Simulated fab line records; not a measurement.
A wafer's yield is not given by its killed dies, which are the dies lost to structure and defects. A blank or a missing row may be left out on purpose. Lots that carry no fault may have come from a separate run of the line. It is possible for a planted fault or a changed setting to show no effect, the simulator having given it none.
Which tool is to blame? || flow n5Finfet || 12 lots with 32 wafers sampled at 5 steps, on a route of 1938 steps

== WHAT EACH GAUGE READ, for each wafer ==
N5_BEOL_M14_OCD_MEAS_35.
{"lot": "L247", "measured": "day 11 02:31", "on": "ocd-01", "trenchDepthNm (nm)": "546 547 525"}
{"lot": "L250", "measured": "day 11 18:32", "on": "ocd-02", "trenchDepthNm (nm)": "540 530"}
{"lot": "L249", "measured": "day 11 19:04", "on": "ocd-01", "trenchDepthNm (nm)": "598 553 596"}
{"lot": "L256", "measured": "day 12 22:14", "on": "ocd-01", "trenchDepthNm (nm)": "551 552 564"}
{"lot": "L259", "measured": "day 14 18:09", "on": "ocd-02", "trenchDepthNm (nm)": "542 550 506"}
{"lot": "L260", "measured": "day 15 00:17", "on": "ocd-02", "trenchDepthNm (nm)": "554 550"}
{"lot": "L261", "measured": "day 15 03:22", "on": "ocd-02", "trenchDepthNm (nm)": "546 507 561"}
{"lot": "L263", "measured": "day 15 16:02", "on": "ocd-01", "trenchDepthNm (nm)": "534 540"}
{"lot": "L267", "measured": "day 16 08:47", "on": "ocd-02", "trenchDepthNm (nm)": "527 528"}
{"lot": "L266", "measured": "day 16 15:58", "on": "ocd-02", "trenchDepthNm (nm)": "543 558 504"}
{"lot": "L268", "measured": "day 16 17:13", "on": "ocd-01", "trenchDepthNm (nm)": "588 553 551"}
{"lot": "L269", "measured": "day 17 14:23", "on": "ocd-02", "trenchDepthNm (nm)": "589 552 561"}

N5_BEOL_M15_THK_MEAS_01.
{"lot": "L247", "measured": "day 11 04:25", "on": "filmMetro-02", "M15_ILD_THK (nm)": "1603 1634 1591"}
{"lot": "L250", "measured": "day 11 21:52", "on": "filmMetro-02", "M15_ILD_THK (nm)": "1611 1605"}
{"lot": "L249", "measured": "day 12 00:55", "on": "filmMetro-02", "M15_ILD_THK (nm)": "1610 1364 1312"}
{"lot": "L256", "measured": "day 13 03:14", "on": "filmMetro-02", "M15_ILD_THK (nm)": "1614 1624 1381"}
{"lot": "L259", "measured": "day 14 20:34", "on": "filmMetro-01", "M15_ILD_THK (nm)": "1667 1624 1608"}
{"lot": "L260", "measured": "day 15 03:23", "on": "filmMetro-01", "M15_ILD_THK (nm)": "1624 1627"}
{"lot": "L261", "measured": "day 15 08:08", "on": "filmMetro-02", "M15_ILD_THK (nm)": "1580 1651 1641"}
{"lot": "L263", "measured": "day 15 17:56", "on": "filmMetro-02", "M15_ILD_THK (nm)": "1619 1608"}
{"lot": "L267", "measured": "day 16 13:26", "on": "filmMetro-02", "M15_ILD_THK (nm)": "1598 1634"}
{"lot": "L266", "measured": "day 17 10:32", "on": "filmMetro-02", "M15_ILD_THK (nm)": "1610 1649 1613"}
{"lot": "L268", "measured": "day 16 19:52", "on": "filmMetro-01", "M15_ILD_THK (nm)": "1601 1649 1623"}
{"lot": "L269", "measured": "day 17 20:42", "on": "filmMetro-01", "M15_ILD_THK (nm)": "1649 1671 1656"}

N5_BEOL_M15_CD_MEAS_10: target cd 360 nm.
{"lot": "L247", "measured": "day 11 04:50", "on": "cdSem-01", "cdNm (nm)": "360.3 361.5 361.1"}
{"lot": "L250", "measured": "day 11 22:11", "on": "cdSem-02", "cdNm (nm)": "358.3 359.3"}
{"lot": "L249", "measured": "day 12 01:14", "on": "cdSem-01", "cdNm (nm)": "360.7 357.1 363.8"}
{"lot": "L256", "measured": "day 13 03:32", "on": "cdSem-02", "cdNm (nm)": "361.9 359.3 359.2"}
{"lot": "L259", "measured": "day 14 20:52", "on": "cdSem-03", "cdNm (nm)": "363.3 361.1 359.9"}
{"lot": "L260", "measured": "day 15 03:49", "on": "cdSem-03", "cdNm (nm)": "356.5 363.5"}
{"lot": "L261", "measured": "day 15 08:26", "on": "cdSem-02", "cdNm (nm)": "357.1 362.1 359.1"}
{"lot": "L263", "measured": "day 15 18:22", "on": "cdSem-01", "cdNm (nm)": "358.5 359.0"}
{"lot": "L267", "measured": "day 16 13:44", "on": "cdSem-03", "cdNm (nm)": "363.2 359.3"}
{"lot": "L266", "measured": "day 17 10:50", "on": "cdSem-01", "cdNm (nm)": "361.7 364.4 363.4"}
{"lot": "L268", "measured": "day 16 20:17", "on": "cdSem-01", "cdNm (nm)": "358.6 358.7 361.5"}
{"lot": "L269", "measured": "day 17 21:07", "on": "cdSem-02", "cdNm (nm)": "354.8 357.0 362.1"}

== EACH LOT AND THE TOOL THAT RAN IT (in order: tool; ch and the chambers of the sampled wafers; start) ==
{"lot": "L247", "N5_BEOL_M14_SPUTTER_45": "pvdSputter-03, day 11 03:04", "N5_BEOL_M15_ILD_DEP_00": "pecvd-02 ch 0,1,2, day 11 04:10"}
{"lot": "L250", "N5_BEOL_M14_SPUTTER_45": "pvdSputter-01, day 11 20:33", "N5_BEOL_M15_ILD_DEP_00": "pecvd-02 ch 0,1, day 11 21:44"}
{"lot": "L249", "N5_BEOL_M14_SPUTTER_45": "pvdSputter-03, day 11 23:35", "N5_BEOL_M15_ILD_DEP_00": "pecvd-02 ch 1,2, day 12 00:40"}
{"lot": "L256", "N5_BEOL_M14_SPUTTER_45": "pvdSputter-03, day 13 01:30", "N5_BEOL_M15_ILD_DEP_00": "pecvd-02 ch 1,2, day 13 02:59"}
{"lot": "L259", "N5_BEOL_M14_SPUTTER_45": "pvdSputter-03, day 14 19:07", "N5_BEOL_M15_ILD_DEP_00": "pecvd-04 ch 1,2, day 14 20:19"}
{"lot": "L260", "N5_BEOL_M14_SPUTTER_45": "pvdSputter-02, day 15 01:28", "N5_BEOL_M15_ILD_DEP_00": "pecvd-03 ch 0,1, day 15 03:08"}
{"lot": "L261", "N5_BEOL_M14_SPUTTER_45": "pvdSputter-01, day 15 06:36", "N5_BEOL_M15_ILD_DEP_00": "pecvd-04 ch 0,1,2, day 15 07:53"}
{"lot": "L263", "N5_BEOL_M14_SPUTTER_45": "pvdSputter-02, day 15 16:35", "N5_BEOL_M15_ILD_DEP_00": "pecvd-02 ch 0,1, day 15 17:41"}
{"lot": "L267", "N5_BEOL_M14_SPUTTER_45": "pvdSputter-03, day 16 12:06", "N5_BEOL_M15_ILD_DEP_00": "pecvd-02 ch 0,1, day 16 13:11"}
{"lot": "L266", "N5_BEOL_M14_SPUTTER_45": "pvdSputter-02, day 17 09:11", "N5_BEOL_M15_ILD_DEP_00": "pecvd-02 ch 0,1,2, day 17 10:17"}
{"lot": "L268", "N5_BEOL_M14_SPUTTER_45": "pvdSputter-03, day 16 18:31", "N5_BEOL_M15_ILD_DEP_00": "pecvd-02 ch 1,2, day 16 19:37"}
{"lot": "L269", "N5_BEOL_M14_SPUTTER_45": "pvdSputter-01, day 17 18:59", "N5_BEOL_M15_ILD_DEP_00": "pecvd-03 ch 0,1,2, day 17 20:27"}
- N5_BEOL_M14_SPUTTER_45: material Cu, target thk 100 nm, time 16.67 s.
- N5_BEOL_M15_ILD_DEP_00: deposits SiO2 from TEOS/O2, target thk 1629.3 nm, time 346.1 s.

== AS READ BY THE TOOLS THEMSELVES (means over the sampled wafers that have a number; for cases with no such wafer, the mark the record gives instead) ==
N5_BEOL_M14_SPUTTER_45.
{"lot": "L247", "tool": "pvdSputter-03", "cathodeDcPowerW (W)": 26004, "throttleValvePct (%)": 29.9}
{"lot": "L250", "tool": "pvdSputter-01", "cathodeDcPowerW (W)": 26006, "throttleValvePct (%)": 29.2}
{"lot": "L249", "tool": "pvdSputter-03", "cathodeDcPowerW (W)": 25999, "throttleValvePct (%)": 30.0}
{"lot": "L256", "tool": "pvdSputter-03", "cathodeDcPowerW (W)": 25996, "throttleValvePct (%)": 30.2}
{"lot": "L259", "tool": "pvdSputter-03", "cathodeDcPowerW (W)": 25998, "throttleValvePct (%)": 29.4}
{"lot": "L260", "tool": "pvdSputter-02", "cathodeDcPowerW (W)": 25994, "throttleValvePct (%)": 29.9}
{"lot": "L261", "tool": "pvdSputter-01", "cathodeDcPowerW (W)": 26003, "throttleValvePct (%)": 30.1}
{"lot": "L263", "tool": "pvdSputter-02", "cathodeDcPowerW (W)": 25999, "throttleValvePct (%)": 28.6}
{"lot": "L267", "tool": "pvdSputter-03", "cathodeDcPowerW (W)": 25998, "throttleValvePct (%)": 29.6}
{"lot": "L266", "tool": "pvdSputter-02", "cathodeDcPowerW (W)": 26000, "throttleValvePct (%)": 29.4}
{"lot": "L268", "tool": "pvdSputter-03", "cathodeDcPowerW (W)": 26001, "throttleValvePct (%)": 30.4}
{"lot": "L269", "tool": "pvdSputter-01", "cathodeDcPowerW (W)": 25998, "throttleValvePct (%)": 30.5}

N5_BEOL_M15_ILD_DEP_00.
{"lot": "L247", "tool": "pecvd-02", "chamberPressureTorr (Torr)": 6.490, "heaterPowerW (W)": 501, "runLengthS (s)": 389.6, "showerheadPlenumPTorr (Torr)": 8.35, "showerheadVppV (V)": 1783, "throttleValvePct (%)": 19.0}
{"lot": "L250", "tool": "pecvd-02", "chamberPressureTorr (Torr)": 6.499, "heaterPowerW (W)": 426, "runLengthS (s)": 389.2, "showerheadPlenumPTorr (Torr)": 8.40, "showerheadVppV (V)": 1788, "throttleValvePct (%)": 19.3}
{"lot": "L249", "tool": "pecvd-02", "chamberPressureTorr (Torr)": 6.490, "heaterPowerW (W)": 512, "runLengthS (s)": 350.2, "showerheadPlenumPTorr (Torr)": 8.31, "showerheadVppV (V)": 1750, "throttleValvePct (%)": 19.0}
{"lot": "L256", "tool": "pecvd-02", "chamberPressureTorr (Torr)": 6.499, "heaterPowerW (W)": 476, "runLengthS (s)": 370.0, "showerheadPlenumPTorr (Torr)": 8.32, "showerheadVppV (V)": 1752, "throttleValvePct (%)": 19.0}
{"lot": "L259", "tool": "pecvd-04", "chamberPressureTorr (Torr)": 6.504, "heaterPowerW (W)": 686, "runLengthS (s)": 389.7, "showerheadPlenumPTorr (Torr)": 8.40, "showerheadVppV (V)": 1843, "throttleValvePct (%)": 18.5}
{"lot": "L260", "tool": "pecvd-03", "chamberPressureTorr (Torr)": 6.503, "heaterPowerW (W)": 496, "runLengthS (s)": 389.6, "showerheadPlenumPTorr (Torr)": 8.34, "showerheadVppV (V)": 1765, "throttleValvePct (%)": 19.1}
{"lot": "L261", "tool": "pecvd-04", "chamberPressureTorr (Torr)": 6.500, "heaterPowerW (W)": 653, "runLengthS (s)": 389.2, "showerheadPlenumPTorr (Torr)": 8.41, "showerheadVppV (V)": 1833, "throttleValvePct (%)": 18.5}
{"lot": "L263", "tool": "pecvd-02", "chamberPressureTorr (Torr)": 6.506, "heaterPowerW (W)": 532, "runLengthS (s)": 389.4, "showerheadPlenumPTorr (Torr)": 8.39, "showerheadVppV (V)": 1787, "throttleValvePct (%)": 19.3}
{"lot": "L267", "tool": "pecvd-02", "chamberPressureTorr (Torr)": 6.502, "heaterPowerW (W)": 446, "runLengthS (s)": 389.3, "showerheadPlenumPTorr (Torr)": 8.39, "showerheadVppV (V)": 1774, "throttleValvePct (%)": 19.5}
{"lot": "L266", "tool": "pecvd-02", "chamberPressureTorr (Torr)": 6.495, "heaterPowerW (W)": 493, "runLengthS (s)": 389.5, "showerheadPlenumPTorr (Torr)": 8.34, "showerheadVppV (V)": 1776, "throttleValvePct (%)": 19.2}
{"lot": "L268", "tool": "pecvd-02", "chamberPressureTorr (Torr)": 6.482, "heaterPowerW (W)": 512, "runLengthS (s)": 389.1, "showerheadPlenumPTorr (Torr)": 8.36, "showerheadVppV (V)": 1776, "throttleValvePct (%)": 19.4}
{"lot": "L269", "tool": "pecvd-03", "chamberPressureTorr (Torr)": 6.489, "heaterPowerW (W)": 521, "runLengthS (s)": 388.9, "showerheadPlenumPTorr (Torr)": 8.33, "showerheadVppV (V)": 1800, "throttleValvePct (%)": 18.7}

== THE ANSWER, worked out from the rows above alone ==
Rule: the usual values come from the lots themselves. The widest of any qualifying gaps counts: lots, ordered by their means at a reading, are off when they make up no more than a third of the lots, leave a main group of 4 or more, and stand apart from it by 3 or more times the standard deviation of that group's means. The tables above print the reading to a certain number of digits; a main group whose means all agree to those digits is not used. Also off: a lot with no number at a reading for which 4 or more lots have one. Where the step has rows for the other lots, those lots are counted as sound. First the gauges in route order, then the tools' own readings, where a lot's mean is used as printed above. The first step at which some lot is off is used, and at that step the reading that is off furthest; a lot without a number counts as furthest.
Off: L249, L256, seen at N5_BEOL_M15_THK_MEAS_01 (M15_ILD_THK). Mean 1624 nm and standard deviation 14 in the main group.
A tool fits if, at a process step before that reading, it ran every lot that is off, and no sound lot after the first of them. The gauges at N5_BEOL_M15_THK_MEAS_01 aren't tried: what is off there is off at N5_BEOL_M15_ILD_DEP_00 too, on other tools, and a gauge's error can't cause that. None of those tried fits.

== WHAT WAS PUT IN BY THE SIMULATOR ==
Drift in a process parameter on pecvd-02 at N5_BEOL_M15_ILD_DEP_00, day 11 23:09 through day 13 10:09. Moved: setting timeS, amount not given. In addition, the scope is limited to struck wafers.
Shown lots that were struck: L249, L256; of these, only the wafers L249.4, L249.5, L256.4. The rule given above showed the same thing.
